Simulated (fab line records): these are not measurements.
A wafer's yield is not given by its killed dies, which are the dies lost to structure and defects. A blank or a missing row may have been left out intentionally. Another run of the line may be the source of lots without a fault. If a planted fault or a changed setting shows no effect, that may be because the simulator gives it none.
Chamber matching + flow n5-finfet + N5_MIM_TOP_ALD_00 on ald-hk-02: 4 sister chambers
The step deposits Al2O3, purge time 3 s, co reactant pulse time 3 s. 16 wafers are shown with their chamber, then 8 later ones without.

== WAFERS, EACH WITH ITS CHAMBER ==
| wafer  | chamber | precursor-pulse-height-rel |
|--------|---------|----------------------------|
| L075.1 | 1       | 1.022                      |
| L075.4 | 0       | 1.029                      |
| L075.6 | 1       | 1.025                      |
| L079.1 | 3       | 1.018                      |
| L079.3 | 2       | 1.017                      |
| L079.4 | 1       | 0.988                      |
| L082.4 | 1       | 0.989                      |
| L082.5 | 0       | 0.976                      |
| L082.6 | 1       | 0.987                      |
| L083.4 | 3       | 1.024                      |
| L083.5 | 2       | 1.011                      |
| L083.6 | 1       | 0.992                      |
| L086.1 | 3       | 0.999                      |
| L086.3 | 0       | 1.005                      |
| L086.5 | 2       | 0.971                      |
| L091.3 | 0       | 0.967                      |

SIGNATURES (means of the wafers above)
| reading                    | chamber 0 | chamber 1 | chamber 2 | chamber 3 | scatter within a chamber |
|----------------------------|-----------|-----------|-----------|-----------|--------------------------|
| precursor-pulse-height-rel | 0.99425   | 1.00050   | 0.99967   | 1.01367   | 0.0216                   |
Rule: a wafer's distance from a chamber is the root of the sum, over the readings, of the square of ((its reading less the chamber's mean) divided by the reading's scatter). The wafer belongs to the nearest chamber; if the next one is less than 2 further off, it can't be placed. The scatter: take each reading less its chamber's mean, square it, sum over the shown wafers, divide by the number of wafers less the number of chambers, and take the root.

== WAFERS WHOSE CHAMBER IS MISSING ==
| wafer  | precursor-pulse-height-rel |
|--------|----------------------------|
| L091.5 | 0.986                      |
| L091.6 | 1.009                      |
| L093.2 | 1.031                      |
| L093.3 | 0.989                      |
| L093.5 | 0.992                      |
| L097.2 | 0.984                      |
| L097.3 | 0.984                      |
| L097.5 | 1.024                      |

== WHICH CHAMBER EACH ONE RAN IN ==
| wafer  | from the rows above               | in truth |
|--------|-----------------------------------|----------|
| L091.5 | can't be placed: 0 or 2 or 1 or 3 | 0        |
| L091.6 | can't be placed: 3 or 1 or 2 or 0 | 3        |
| L093.2 | can't be placed: 3 or 1 or 2 or 0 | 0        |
| L093.3 | can't be placed: 0 or 2 or 1 or 3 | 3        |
| L093.5 | can't be placed: 0 or 2 or 1 or 3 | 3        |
| L097.2 | can't be placed: 0 or 2 or 1 or 3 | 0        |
| L097.3 | can't be placed: 0 or 2 or 1 or 3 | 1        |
| L097.5 | can't be placed: 3 or 1 or 2 or 0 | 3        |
Correctly placed: 0 of 8. Can't be placed from these rows: 8 (the true chamber is among the candidates in 8). Wrongly placed: 0.
